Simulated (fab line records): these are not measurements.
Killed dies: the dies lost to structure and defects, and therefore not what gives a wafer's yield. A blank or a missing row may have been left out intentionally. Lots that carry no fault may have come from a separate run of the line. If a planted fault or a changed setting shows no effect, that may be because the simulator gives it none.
fab line records + flow n5_finfet
[record]
- lots = 5
- wafers = 14
- last_day = 18
route steps=1938 shown MOL_CONTACT_COAG@624 BEOL_M0_SAQP@632 BEOL_M4@1111 PASSIVATION@1936
lots that met no fault: from a run of the same line without faults
start_h: the number of hours between the record's first day and the start of the first shown wafer of the lot + wait_h: hours since the lot's step before + " same as the row above + L1.1+2: a single row standing in for several wafers + - value missing, or start not given + * or withheld: withheld + < > ~ a bound
route shown NAME@n: a module of which the file shows steps, and the number in the route of the first + usual: average and standard deviation across the fault-free wafers + same: alike in all rows + chamber/n: place in a boat + sites: each site's reading + _std_site: their standard deviation + _edge_site: the outer-site mean with the inner-site mean subtracted + radius_mm: for every site, how far away it sits from the centre of the wafer + mask NAME#n: copy n + behind: the most recent tool/chamber to have shaped the wafer + hold: why the lot went on hold/how many hours it stayed there/how the hold came to an end + device: the n, p or np transistor that did not switch + end of line: tests of these same wafers at the route's end + step lacking rows: just its recipe + killed: dies lost to structure and defects at the first sort, not the wafer's yield + map: the dies of a wafer, with x for killed, . for not killed, _ for no die there
set.NAME: the setting as run; set.NAME@STEP: as run at that earlier step + model.NAME: the simulator's own value behind a step, which no gauge read
lots seen at some steps along the route; tables by step, rows by wafer
services: from which hour (start_h, from the record's first day; less than 0 if before it) a tool's chamber was out of use, for how many hours, and why
[[steps]]
[step N5_MOL_CONTACT_COAG_CVD_140]
[recipe]
- material = W
- target_thk_a = 665
- mode = selective_fill
- temp_c = 300
- time_s = 215
[step N5_MOL_CONTACT_COAG_PRECLEAN_127]
[recipe]
- chemistry = DIW
- time_s = 57.5
- temp_c = 23
[step N5_MOL_CONTACT_COAG_SRD_128]
[recipe]
- dry_time_s = 32
- dry = n2_spin
- spin_rpm = 1500
[step N5_MOL_CONTACT_COAG_CMP_52]
[recipe]
- stop_on = SiO2
- t_overpolish_s = 1.5
- post_cmp_clean = w_dilute_nh4oh
- down_force_psi = 4
- platen_rpm = 50.289
- pad_velocity_m_s = 1.0006
- target_thk_nm = 66.5
[step N5_MOL_CONTACT_COAG_ANNEAL_112]
[recipe]
- temp_c = 400
- time_s = 1800
- ambient = HPD2
- pressure_atm = 10
[step N5_BEOL_M0_SAQP_PECVD_00]
[recipe]
- material = SiCN
- target_thk_a = 80
- temp_c = withheld
- precursor = 3MS/NH3
- pressure_torr = 3
- rf_w = 202
- time_s = 14
[step N5_BEOL_M0_SAQP_ILD_DEP_01]
[recipe]
- material = SiOC
- target_thk_a = 454.19
- temp_c = 350
- precursor = DEMS/O2
- pressure_torr = 5
- rf_w = 500
- time_s = 8.7
[step N5_BEOL_M0_SAQP_HM_DEP_02]
[recipe]
- material = TiN
- target_thk_a = 120
- temp_c = 25
- chamber_pressure_pa = 0.49996
[step N5_BEOL_M0_SAQP_PECVD_03]
[recipe]
- material = SiCN
- target_thk_a = 120
- temp_c = withheld
- precursor = 3MS/NH3
- pressure_torr = 3
- rf_w = 202
- time_s = 21.1
[step N5_BEOL_M0_SAQP_PECVD_96]
[recipe]
- material = a-Si
- target_thk_a = 450
- temp_c = 350
- precursor = SiH4/He
- pressure_torr = 3
- rf_w = 100
- time_s = 45.2
[usual]
- heater_power_w = 697/85
- run_length_s = 81.3/0.51
- showerhead_plenum_p_Torr = 5.69/0.069
- throttle_valve_pct = 18.7/1.9
| lot.wafer | tool     | chamber | start_h | wait_h | heater_power_w | run_length_s | showerhead_plenum_p_Torr | throttle_valve_pct | model.a-Si_of_BEOL_M0_SAQP_PECVD_96.thk_nm |
|-----------|----------|---------|---------|--------|----------------|--------------|--------------------------|--------------------|--------------------------------------------|
| L288.2    | pecvd-03 | 0       | 156.99  | 0.0    | 710            | 81.8         | 5.61                     | 22.3               | 45.2                                       |
| L288.4    | "        | 2       | "       | "      | 759            | 80.6         | 5.76                     | 16.2               | 45.4                                       |
| L288.5    | "        | 0       | "       | "      | 714            | 82.3         | 5.64                     | 22.3               | 46.2                                       |
| L293.2    | pecvd-03 | 2       | 185.42  | 0.0    | 790            | 81.5         | 5.75                     | 16.3               | 45                                         |
| L293.3    | "        | 1       | "       | "      | 729            | 78.7         | 5.77                     | 19.2               | 43                                         |
| L293.6    | "        | 1       | "       | "      | 709            | 80.8         | 5.76                     | 19.4               | 46.2                                       |
| L294.3    | pecvd-03 | 1       | 198.47  | 0.0    | 695            | 79.2         | 5.77                     | 19.4               | 42.8                                       |
| L294.4    | "        | 1       | "       | "      | 744            | 81.2         | 5.77                     | 19.1               | 45.8                                       |
| L296.2    | pecvd-03 | 0       | 207.79  | 0.0    | 702            | 82.0         | 5.64                     | 22.1               | 44.6                                       |
| L296.4    | "        | 0       | "       | "      | 703            | 82.0         | 5.62                     | 22.0               | 45.6                                       |
| L296.5    | "        | 2       | "       | "      | 763            | 78.3         | 5.76                     | 16.3               | 43.6                                       |
| L301.1    | pecvd-01 | 0       | 234.73  | 0.0    | 711            | 81.2         | 5.76                     | 17.3               | 44.4                                       |
| L301.3    | "        | 2       | "       | "      | 821            | 81.7         | 5.65                     | 17.2               | 45.8                                       |
| L301.6    | "        | 1       | "       | "      | 517            | 81.7         | 5.73                     | 18.4               | 45.6                                       |
[step N5_BEOL_M0_SAQP_PECVD_97]
[recipe]
- material = SiNx
- target_thk_a = 230
- temp_c = 350
- precursor = SiH4/NH3/N2
- pressure_torr = 1.5
- rf_w = 300
- time_s = 19.9
[step N5_BEOL_M0_SAQP_PECVD_04]
[recipe]
- material = a-Si
- target_thk_a = 600
- temp_c = 350
- precursor = SiH4/He
- pressure_torr = 3
- rf_w = 100
- time_s = 60.2
[step N5_BEOL_M0_SAQP_HM_DEP_111]
[recipe]
- material = SiO2
- target_thk_a = 120
- temp_c = 400
- precursor = SiH4/N2O
- pressure_torr = 0.75
- rf_w = 275
- time_s = 7.2
[step N5_BEOL_M0_SAQP_COAT_81]
[recipe]
- resist = SOC
- temp_c = 250
- time_s = 60
- spin_rpm = 1500
- resist_thk_nm = 100
[step N5_BEOL_M0_SAQP_COAT_82]
[recipe]
- resist = SiARC
- temp_c = 220
- time_s = 60
- spin_rpm = 1500
- resist_thk_nm = 30
[step N5_BEOL_M0_SAQP_COAT_08]
[recipe]
- resist = CAR-ArF
- spin_rpm = 1500
- resist_thk_nm = 90
[step N5_BEOL_M0_SAQP_EBR_10]
[recipe]
- solvent = PGMEA
- ebr_width_mm = 1.5
[step N5_BEOL_M0_SAQP_SOFTBAKE_09]
[recipe]
- temp_c = 110
- time_s = 60
- resist = CAR-ArF
[step N5_BEOL_M0_SAQP_EXPOSE_11]
[recipe]
- mask_id = M0_CORE
- na = 1.35
- source_shape = dipole
- sigma_inner = 0.538
- sigma_outer = 0.738
- polarization = te
- target_cd_nm = 42
- dose_mj = 55
[step N5_BEOL_M0_SAQP_PEB_12]
[recipe]
- peb_temp_c = withheld
- peb_time_s = 60
- resist = CAR-ArF
[step N5_BEOL_M0_SAQP_DEVELOP_13]
[recipe]
- develop_time_s = 30
- developer = TMAH
- resist = CAR-ArF
- dev_temp_c = 23
- rinse_liquid = diw
- dry = air_spin
[step N5_BEOL_M0_SAQP_DESCUM_19]
[recipe]
- chemistry = O2
- time_s = 7.9
- source_power_w = 50
- bias_power_w = 20
- pressure_mtorr = 20
- rf_frequency_hz = 2.712e+07
- temp_c = 40
- resist = CAR-ArF
- o2_flow_sccm = 225
[step N5_BEOL_M0_SAQP_ETCH_83]
[recipe]
- chemistry = CF4
- target = SiARC
- target_depth_a = 390
- mask_material = CAR-ArF
- time_s = 65
- ion_energy_ev = 80
- pressure_mtorr = 40
- source_w = 545
- bias_w = 36
- Ar_flow_sccm = 100
- cf4_flow_sccm = 100
- ends = cleared
[step N5_BEOL_M0_SAQP_ETCH_84]
[recipe]
- chemistry = N2/H2
- target = SOC
- target_depth_a = 1000
- overetch_a = 200
- mask_material = SiARC
- temp_c = 40
- time_s = 150
- ion_energy_ev = 200
- pressure_mtorr = 30
- source_w = 840
- bias_w = 150
- n2_flow_sccm = 200
- h2_flow_sccm = 200
[step N5_BEOL_M0_SAQP_STRIP_80]
[recipe]
- chemistry = N2/H2
- temp_c = 40
- n2_flow_sccm = 200
- h2_flow_sccm = 200
- rf_frequency_hz = 6e+07
[step N5_BEOL_M0_SAQP_HM_OPEN_112]
[recipe]
- chemistry = CHF3/O2
- target = SiO2
- stop_on = a-Si
- target_depth_a = 120
- over_etch_frac = 1.25
- mask_material = SOC
- time_s = 13.5
- pressure_mtorr = 30
- source_w = 650
- bias_w = 170
- Ar_flow_sccm = 200
- CHF3_flow_sccm = 50
- O2_flow_sccm = 5
- ion_energy_ev = 200
- ends = end_point
[step N5_BEOL_M0_SAQP_STRIP_113]
[recipe]
- chemistry = CHF3/O2
- resist = SiARC
- rf_frequency_hz = 6e+07
[step N5_BEOL_M0_SAQP_MANDREL_ETCH_20]
[recipe]
- target_depth_a = 600
- chemistry = HBr/Cl2
- target = a-Si
- stop_on = SiNx
- bt_time_s = 10
- mask_material = SOC
- over_etch_frac = 0.5
- time_s = 30
- pressure_mtorr = 10
- icp_w = 800
- bias_w = 75
- HBr_flow_sccm = 150
- Cl2_flow_sccm = 80
- ends = end_point
[step N5_BEOL_M0_SAQP_STRIP_86]
[recipe]
- chemistry = N2/H2
- power_w = 500
- temp_c = 40
- pressure_mtorr = 50
- rf_frequency_hz = 6e+07
- overash_fraction = 0.3
- bias_power_w = 28
- h2_frac = 0.5
- n2_flow_sccm = 300
- h2_flow_sccm = 300
[step N5_BEOL_M0_SAQP_STRIP_115]
[recipe]
- chemistry = post_etch_residue_remover
- time_s = 60
- temp_c = 25
- remover_ph = withheld
- remover_water_wt_pct = withheld
- remover_fluoride_wt_pct = withheld
[step N5_BEOL_M0_SAQP_SRD_93]
[recipe]
- dry = ipa_marangoni
- time_s = 30
- temp_c = 23
- rinse_liquid = diw
[step N5_BEOL_M0_SAQP_RECESS_114]
[recipe]
- chemistry = HF/NH3
- target = SiO2
- target_depth_a = 144
- afs_cycles = 3
- temp_c = 30
- sublimation_temp_c = 180
- sublimation_time_s = 60
[step N5_BEOL_M0_SAQP_SPACER1_ALD_98]
[recipe]
- material = SiO2
- target_thk_a = 128
- temp_c = 300
- ald_precursor_family = BDEAS
- ald_co_reactant = O2-plasma
- pulse_time_s = 1
- purge_time_s = 2
- co_reactant_purge_time_s = 2
- ald_cycles = 138
- pressure_torr = 2
[step N5_BEOL_M0_SAQP_SPACER1_ETCHBACK_99]
[recipe]
- chemistry = CHF3/O2
- mode = anisotropic_etchback
- target = SiO2
- target_depth_a = 154
- time_s = 7.7
- pressure_mtorr = 30
- source_w = 650
- bias_w = 170
- Ar_flow_sccm = 200
- CHF3_flow_sccm = 50
- O2_flow_sccm = 5
- ion_energy_ev = 200
[step N5_BEOL_M0_SAQP_MANDREL1_REMOVE_100]
[recipe]
- chemistry = HBr/Cl2/O2
- bt_time_s = 10
- target = a-Si
- stop_on = SiNx
- endpoint = OES-SiCl
- over_etch_frac = 0.85
- icp_w = 600
- bias_w = 30
- HBr_flow_sccm = 150
- Cl2_flow_sccm = 80
- O2_flow_sccm = 5
- pressure_mtorr = 10
[step N5_BEOL_M0_SAQP_MANDREL_ETCH_103]
[recipe]
- chemistry = HBr/Cl2
- target = a-Si
- target_depth_a = 450
- bt_time_s = 10
- stop_on = SiCN
- mask_material = SiO2
- over_etch_frac = 0.8
- time_s = 27
- pressure_mtorr = 10
- icp_w = 800
- bias_w = 75
- HBr_flow_sccm = 150
- Cl2_flow_sccm = 80
- ends = end_point
[usual]
- drypump_motor_current_A = 5.7/0.39
- he_backside_leak_sccm = 2.65/0.26
- mfc_cl2_sccm = 80.01/0.23
- oes_product_au = 0.686/0.014
- throttle_valve_pct = 35.4/0.34
| lot.wafer | tool      | chamber | start_h | wait_h | drypump_motor_current_A | he_backside_leak_sccm | mfc_cl2_sccm | oes_product_au | rf_hours_counter_h | throttle_valve_pct | model.etch.depth_nm |
|-----------|-----------|---------|---------|--------|-------------------------|-----------------------|--------------|----------------|--------------------|--------------------|---------------------|
| L288.2    | rie_si-05 | 0       | 160.31  | 0.0    | 5.2                     | 3.16                  | 80.10        | 0.679          | 46                 | 35.5               | 45.13               |
| L288.4    | "         | 0       | "       | "      | 5.2                     | 2.86                  | 80.31        | 0.667          | -                  | 35.5               | 45.46               |
| L288.5    | "         | 3       | "       | "      | 5.8                     | 2.51                  | 80.05        | 0.715          | -                  | 35.0               | 46.23               |
| L293.2    | rie_si-05 | 2       | 187.79  | 0.0    | 5.6                     | 3.18                  | 80.15        | 0.694          | 82                 | 35.6               | 44.93               |
| L293.3    | "         | 0       | "       | "      | 5.2                     | 2.93                  | 80.34        | 0.653          | 46                 | 35.5               | 43.08               |
| L293.6    | "         | 2       | "       | "      | 5.6                     | 3.27                  | 79.93        | 0.708          | -                  | 35.5               | 46.22               |
| L294.3    | rie_si-04 | 1       | 202.60  | 0.0    | 5.1                     | 2.42                  | 80.20        | 0.664          | 7                  | 35.2               | 42.72               |
| L294.4    | "         | 3       | "       | "      | 5.9                     | 2.83                  | 79.94        | 0.701          | 81                 | 36.0               | 45.77               |
| L296.2    | rie_si-04 | 1       | 210.72  | 0.0    | 5.1                     | 2.27                  | 80.26        | 0.669          | 7                  | 35.2               | 44.59               |
| L296.4    | "         | 3       | "       | "      | 5.9                     | 2.60                  | 80.29        | 0.689          | 82                 | 36.0               | 45.53               |
| L296.5    | "         | 0       | "       | "      | 5.2                     | 2.63                  | 79.61        | 0.660          | -                  | 35.4               | 43.57               |
| L301.1    | rie_si-05 | 0       | 237.45  | 0.0    | 5.2                     | 2.78                  | 80.49        | 0.667          | 47                 | 35.5               | 44.45               |
| L301.3    | "         | 2       | "       | "      | 5.6                     | 3.28                  | 79.70        | 0.710          | 83                 | 35.5               | 45.78               |
| L301.6    | "         | 2       | "       | "      | 5.6                     | 3.22                  | 79.75        | 0.705          | -                  | 35.5               | 45.61               |
[step N5_BEOL_M0_SAQP_SPACER2_ETCHBACK_27]
[recipe]
- chemistry = CHF3/O2
- mode = anisotropic_etchback
- target = SiO2
- target_depth_a = 225
- time_s = 11.25
- pressure_mtorr = 30
- source_w = 650
- bias_w = 170
- Ar_flow_sccm = 200
- CHF3_flow_sccm = 50
- O2_flow_sccm = 5
- ion_energy_ev = 200
[usual]
- drypump_motor_current_A = 5.8/0.4
- oes_ar_750_au = 0.78/0.09
- oes_product_au = 0.78/0.094
- rf_vpp_V = 528/8.2
- showerhead_plenum_p_Torr = 2.44/0.074
- throttle_valve_pct = 18.96/0.18
| lot.wafer | tool        | chamber | start_h | wait_h | drypump_motor_current_A | oes_ar_750_au | oes_product_au | rf_hours_counter_h | rf_vpp_V | showerhead_plenum_p_Torr | throttle_valve_pct | model.a-Si_of_BEOL_M0_SAQP_PECVD_96.thk_nm |
|-----------|-------------|---------|---------|--------|-------------------------|---------------|----------------|--------------------|----------|--------------------------|--------------------|--------------------------------------------|
| L288.2    | rie_diel-05 | 2       | 161.87  | 0.4    | 5.0                     | 0.76          | 0.76           | 165                | 525      | 2.32                     | 18.85              | 43                                         |
| L288.4    | "           | 0       | "       | "      | 6.1                     | 0.69          | 0.71           | 208                | 525      | 2.49                     | 19.04              | 43.2                                       |
| L288.5    | "           | 1       | "       | "      | 6.0                     | 0.78          | 0.77           | -                  | 541      | 2.41                     | 18.87              | 44                                         |
| L293.2    | rie_diel-05 | 2       | 189.48  | 0.4    | 5.0                     | 0.75          | 0.74           | 175                | 526      | 2.32                     | 18.86              | 42.8                                       |
| L293.3    | "           | 0       | "       | "      | 6.1                     | 0.69          | 0.68           | 218                | 525      | 2.48                     | 19.06              | 41                                         |
| L293.6    | "           | 2       | "       | "      | 5.0                     | 0.75          | 0.74           | -                  | 526      | 2.32                     | 18.86              | 44                                         |
| L294.3    | rie_diel-01 | 0       | 204.41  | 0.3    | 6.3                     | 0.84          | 0.84           | 63                 | 538      | 2.45                     | 19.14              | 40.6                                       |
| L294.4    | "           | 0       | "       | "      | 6.3                     | 0.84          | 0.84           | -                  | 539      | 2.45                     | 19.14              | 43.6                                       |
| L296.2    | rie_diel-01 | 2       | 212.10  | 0.3    | 5.8                     | 0.96          | 0.97           | 10                 | 525      | 2.55                     | 18.69              | 42.4                                       |
| L296.4    | "           | 2       | "       | "      | 5.9                     | 0.95          | 0.98           | -                  | 526      | 2.55                     | 18.68              | 43.4                                       |
| L296.5    | "           | 0       | "       | "      | 6.3                     | 0.83          | 0.85           | -                  | 539      | 2.45                     | 19.16              | 41.4                                       |
| L301.1    | rie_diel-05 | 2       | 239.00  | 0.4    | 5.0                     | 0.74          | 0.74           | 190                | 526      | 2.31                     | 18.90              | 42.2                                       |
| L301.3    | "           | 0       | "       | "      | 6.1                     | 0.68          | 0.68           | 228                | 525      | 2.48                     | 19.05              | 43.6                                       |
| L301.6    | "           | 1       | "       | "      | 6.0                     | 0.75          | 0.74           | -                  | 539      | 2.40                     | 18.93              | 43.4                                       |
[step N5_BEOL_M4_RC_MEAS_101]
[usual]
- DIBL_N = 36.0/2.2
- DIBL_P = 36.2/2.4
- IOFF_N = 0.16/0.035
- IOFF_P = 0.21/0.037
- ION_N = 672/13
- ION_P = 461/7
- SS_N = 71.4/0.69
- SS_P = 73.2/0.75
- VT_N = 250/3.4
- VT_P = -251/3
| lot.wafer | tool      | chamber | start_h | wait_h | DIBL_N[mV/V] | DIBL_P[mV/V] | IOFF_N[nA/um] | IOFF_P[nA/um] | ION_N[uA/um] | ION_P[uA/um] | SS_N[mV/dec] | SS_P[mV/dec] | VT_N[mV] | VT_P[mV] |
|-----------|-----------|---------|---------|--------|--------------|--------------|---------------|---------------|--------------|--------------|--------------|--------------|----------|----------|
| L288.2    | prober-01 | 0       | 240.85  | 0.2    | 36.1         | 36.7         | 0.15          | 0.19          | 676          | 460          | 71.7         | 73.5         | 249      | -252     |
| L288.4    | "         | 0       | "       | "      | 35.8         | 36.0         | 0.15          | 0.18          | 647          | 445          | 72.5         | 73.0         | 253      | -253     |
| L288.5    | "         | 0       | "       | "      | 37.6         | 37.9         | 0.18          | 0.22          | 682          | 462          | 71.8         | 73.2         | 248      | -251     |
| L293.2    | prober-01 | 0       | 271.02  | 0.2    | 37.4         | 37.4         | 0.19          | 0.24          | 672          | 462          | 71.8         | 73.5         | 248      | -250     |
| L293.3    | "         | 0       | "       | "      | 37.3         | 37.3         | 0.18          | 0.22          | 676          | 462          | 71.7         | 73.2         | 249      | -249     |
| L293.6    | "         | 0       | "       | "      | 35.7         | 35.6         | 0.15          | 0.20          | 665          | 455          | 71.8         | 73.0         | 250      | -251     |
| L294.3    | prober-02 | 0       | 302.42  | 0.3    | 35.7         | 36.3         | 0.16          | 0.20          | 673          | 466          | 71.7         | 73.6         | 251      | -253     |
| L294.4    | "         | 0       | "       | "      | 35.8         | 36.4         | 0.15          | 0.20          | 672          | 458          | 71.1         | 73.3         | 252      | -253     |
| L296.2    | prober-02 | 0       | 304.09  | 0.2    | 37.9         | 37.9         | 0.20          | 0.23          | 682          | 456          | 72.3         | 73.2         | 247      | -250     |
| L296.4    | "         | 0       | "       | "      | 34.1         | 35.1         | 0.13          | 0.17          | 663          | 456          | 70.9         | 72.7         | 251      | -255     |
| L296.5    | "         | 0       | "       | "      | 33.5         | 32.2         | 0.11          | 0.15          | 655          | 451          | 71.3         | 72.3         | 255      | -254     |
| L301.1    | prober-02 | 0       | 333.77  | 0.0    | 37.3         | 34.7         | 0.16          | 0.23          | 680          | 469          | 71.4         | 72.3         | 247      | -246     |
| L301.3    | "         | 0       | "       | "      | 38.3         | 36.8         | 0.18          | 0.26          | 691          | 480          | 71.2         | 74.1         | 248      | -245     |
| L301.6    | "         | 0       | "       | "      | 37.3         | 34.7         | 0.16          | 0.22          | 675          | 466          | 71.4         | 72.6         | 250      | -246     |
[step N5_PASSIVATION_PROBE_49]
[usual]
- defect_limited_yield = 91.2/1.4
- killed_at_M0_to_M3 = 34/9.4
- killed_at_M4_up = 14/5.6
- killed_at_contacts = 13/7.8
- killed_at_front_end = 37/10
- killed_at_other = 4/3.3
- killed_dies = 103/17
- killed_open = 68/13
- killed_short = 33/8.2
- sort_bin_5_function = 5.1/0.92
- sort_bin_6_memory = 3.3/0.71
- sort_bin_8_speed = 0.01/0.043
- sort_n_pass = 1077/17
- sort_yield_pct = 91.2/1.4
[same]
- gross_dies = 1180
- killed_at_back_side = 0
- sort_bin_4_leakage[%] = 0
| lot.wafer | tool      | chamber | start_h | wait_h | defect_limited_yield[%] | killed_at_M0_to_M3 | killed_at_M4_up | killed_at_contacts | killed_at_front_end | killed_at_other | killed_dies | killed_open | killed_short | sort_bin_5_function[%] | sort_bin_6_memory[%] | sort_bin_8_speed[%] | sort_n_pass | sort_yield_pct[%] |
|-----------|-----------|---------|---------|--------|-------------------------|--------------------|-----------------|--------------------|---------------------|-----------------|-------------|-------------|--------------|------------------------|----------------------|---------------------|-------------|-------------------|
| L288.2    | prober-02 | -       | 347.19  | 0.1    | 93.6                    | 22                 | 11              | 8                  | 34                  | 1               | 76          | 45          | 27           | 3.5                    | 2.4                  | 0                   | 1104        | 93.6              |
| L288.4    | prober-02 | -       | 347.29  | 0.2    | 90.2                    | 49                 | 12              | 17                 | 38                  | 0               | 116         | 74          | 41           | 5.7                    | 3.6                  | 0                   | 1064        | 90.2              |
// killed by level:class
L288.2 BEOL_M3:geometric_particle:open=8 BEOL_M4:geometric_particle:open=6 ILD0:geometric_particle:short=5 MOL_CONTACT_COAG:geometric_particle:open=5 STARTING-WAFER:geometric_particle:open=5 DUMMY_GATE:geometric_particle:open=4 STARTING-WAFER:geometric_particle:short=4 HKMG_FIN:area_etch=4
L288.4 BEOL_M0_SAQP:geometric_particle:short=15 MOL_CONTACT_COAG:geometric_particle:open=13 STI_FIN_REVEAL:geometric_particle:open=12 BEOL_M0:geometric_particle:short=8 DUMMY_GATE:geometric_particle:open=7 BEOL_M0_SAQP:geometric_particle:open=7 BEOL_M3:geometric_particle:open=6 FIN_SAQP:geometric_particle:open=5
[[services]]
| tool        | chamber | start_h | hours | kind                          |
|-------------|---------|---------|-------|-------------------------------|
| rie_diel-05 | 1       | 140.73  | 9.1   | repair                        |
| pecvd-03    | 1       | 140.91  | 3.5   | repair                        |
| pecvd-01    | -       | 142.64  | 2.8   | pm                            |
| rie_diel-01 | 3       | 144.44  | 4.0   | repair                        |
| rie_si-05   | 1       | 152.19  | 13.2  | repair                        |
| pecvd-01    | 0       | 152.59  | 28.6  | repair                        |
| rie_diel-01 | 2       | 168.39  | -     | clean                         |
| rie_diel-01 | 2       | 168.39  | -     | consumable_replace:focus_ring |
| rie_diel-01 | 2       | 168.39  | -     | consumable_replace:showerhead |
| rie_diel-01 | 2       | 168.39  | 21.4  | scheduled_down                |
| rie_diel-01 | 2       | 168.39  | 21.4  | vent_cycle                    |
| rie_si-04   | 0       | 175.68  | -     | clean                         |
| rie_si-04   | 0       | 175.68  | 15.7  | scheduled_down                |
| rie_si-04   | 0       | 175.68  | 15.7  | vent_cycle                    |
| pecvd-01    | -       | 188.11  | 1.8   | repair                        |
| rie_diel-01 | 1       | 189.91  | -     | clean                         |
| rie_diel-01 | 3       | 205.00  | 4.9   | repair                        |
| pecvd-01    | 0       | 206.51  | 20.5  | repair                        |
| pecvd-03    | 0       | 225.67  | 2.2   | repair                        |
| rie_diel-05 | 0       | 227.75  | 9.5   | repair                        |
| rie_diel-05 | 3       | 237.47  | -     | clean                         |
| rie_diel-05 | 3       | 237.47  | -     | consumable_replace:focus_ring |
| rie_diel-05 | 3       | 237.47  | 25.4  | scheduled_down                |
| rie_diel-05 | 3       | 237.47  | 25.4  | vent_cycle                    |
[[key]]
[first_sign]
- step = N5_BEOL_M0_SAQP_PECVD_96
- reading = run_length_s
- direction = down
- sigmas = 5.1
- usual = *
- struck = *
effect none on later readings
[model_effect]
- step = N5_BEOL_M0_SAQP_PECVD_96
- value = a-Si_of_BEOL_M0_SAQP_PECVD_96.thk_nm
- without = 45.27
- struck = 43.13
[model_effect]
- step = N5_BEOL_M0_SAQP_MANDREL_ETCH_103
- value = etch.depth_nm
- without = 45.25
- struck = 43.12
[model_effect]
- step = N5_BEOL_M0_SAQP_SPACER2_ETCHBACK_27
- value = a-Si_of_BEOL_M0_SAQP_PECVD_96.thk_nm
- without = 43.07
- struck = 41
met_at N5_BEOL_M0_SAQP_PECVD_96
struck_wafers L293.3,L294.3,L296.5
onset_between 156.99 185.42
[fault]
- kind = process_parameter_drift
- tool = pecvd-03
- chamber = -
- onset_h = 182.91
- steps = N5_BEOL_M0_SAQP_PECVD_96
- channel = time_s
- offset = *
- shape = step
- end_h = 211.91
- scope = struck_wafers_only
- acts_in = *
- stated = *
